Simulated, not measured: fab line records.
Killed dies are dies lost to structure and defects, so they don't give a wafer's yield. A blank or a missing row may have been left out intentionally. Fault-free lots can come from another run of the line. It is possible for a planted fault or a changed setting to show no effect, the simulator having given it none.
Struck lot and sound lot, side by side    flow nand_harc    14 out of 1302 route steps
Sound: the wafers L370.2, L370.5, L370.6. Wafers struck: L362.2, L362.3, L362.5. The cause comes at the end.
Each step with rows lists, per side, the tool, then ch with its chambers, then its first start. Under that, the readings that differ: sound wafers    struck wafers    difference of the means    sigmas: that difference in standard deviations of wafers without a fault.
alike: readings whose means differ by less than 2 such deviations, and words and numbers that are the same on both sides. not compared: withheld readings, readings that some wafer has no value for, bounds like >300 that may hide the same value, and numbers for which the record gives no deviation and whose values overlap.
A row with sigmas, a row that says differs or no value, or rows on one side alone: a step with any of these is where the two part. Non-overlapping numbers with no deviation appear without sigmas and do not part them. A reading that every wafer of one side lacks parts them only if that side has two wafers or more.

first, 3 steps without rows for these wafers: NHARC_A_STAIRCASE_STRIP_317 (strips in SPM, time 900 s); NHARC_A_STAIRCASE_PRECLEAN_318 (cleans in SC1); NHARC_A_STAIRCASE_SRD_329.
NHARC_A_STAIRCASE_ALD_415: deposits SiO2, target thk 30 nm, pulse time 6 s, ald cycles 300.
  sound on ald_hk-01 ch 0,2,3, day 23 03:29; struck on ald_hk-03 ch 0,1,2, day 20 01:25
  alike: heater_power_w, precursor_pulse_height_rel
NHARC_A_STAIRCASE_ETCHBACK_416: etches the open film in C4F8/O2/Ar, target depth 36 nm, time 7.2 s.
  sound: rie_diel-02 ch 0,1; struck: rie_diel-02 ch 1,2,3
  alike: oes_product_au, rf_vpp_V
  not compared: rf_hours_counter_h
NHARC_A_STAIRCASE_STRIP_476: strips in O2, time 20 s.
  sound on rie_diel-02 ch 0,2, day 23 05:20; struck on rie_diel-02 ch 0,2, day 20 03:06
  alike: drypump_motor_current_A, oes_product_au, rf_vpp_V, showerhead_plenum_p_Torr, throttle_valve_pct
  not compared: rf_hours_counter_h
then, 4 steps without rows for these wafers: NHARC_A_STAIRCASE_DEP_417 (deposits Si3N4, target thk 60 nm); NHARC_A_STAIRCASE_WET_418 (chemistry H3PO4, target depth 20 nm); NHARC_A_STAIRCASE_PRECLEAN_419 (cleans in SC1); NHARC_A_STAIRCASE_SRD_421.
NHARC_A_STAIRCASE_ALD_420: deposits SiO2, target thk 20 nm, pulse time 6 s, ald cycles 200.
  sound on ald_hk-03 ch 1,2, day 23 08:27; struck on ald_hk-03 ch 0,2,3, day 20 06:04
  alike: heater_power_w, precursor_pulse_height_rel
NHARC_A_STAIRCASE_CVD_552: deposits SiNx, target thk 40 nm.
  sound on lpcvd-02 ch 0, day 23 12:51; struck on lpcvd-02 ch 1, day 20 10:28
  no value came back on the struck wafers for pressure_mtorr (mTorr), spike_tc_bottom_C (C); on the sound wafers pressure_mtorr (mTorr) reads 299.9 299.7 298.8
NHARC_A_STAIRCASE_DEP_151: deposits SiO2, target thk 7200 nm.
  sound on pecvd-02 ch 1,2, day 23 16:37; struck on pecvd-01 ch 0,1, day 20 14:08
  alike: heater_power_w, mfc_precursor_sccm
-- break in the record here, with 7 days between the starts of the struck wafers on either side (left off in module A_STAIRCASE, picked up again in module END, where the first step shown is number 1302 on the route) --
NHARC_END_SORT_01:
  sound on prober-02 ch 0, day 30 02:49; struck on prober-02 ch 0, day 27 08:04
reading          sound     struck       difference  sigmas
killed_at_array  46 55 67  555 546 550  +494        +31
killed_dies      50 57 72  558 551 551  +494        +31
  alike: killed_at_other, killed_at_periphery, killed_open, killed_short

WHERE THEY PART
First at NHARC_A_STAIRCASE_CVD_552; last, within this record, at NHARC_END_SORT_01.

WHY: the cause the simulator had injected
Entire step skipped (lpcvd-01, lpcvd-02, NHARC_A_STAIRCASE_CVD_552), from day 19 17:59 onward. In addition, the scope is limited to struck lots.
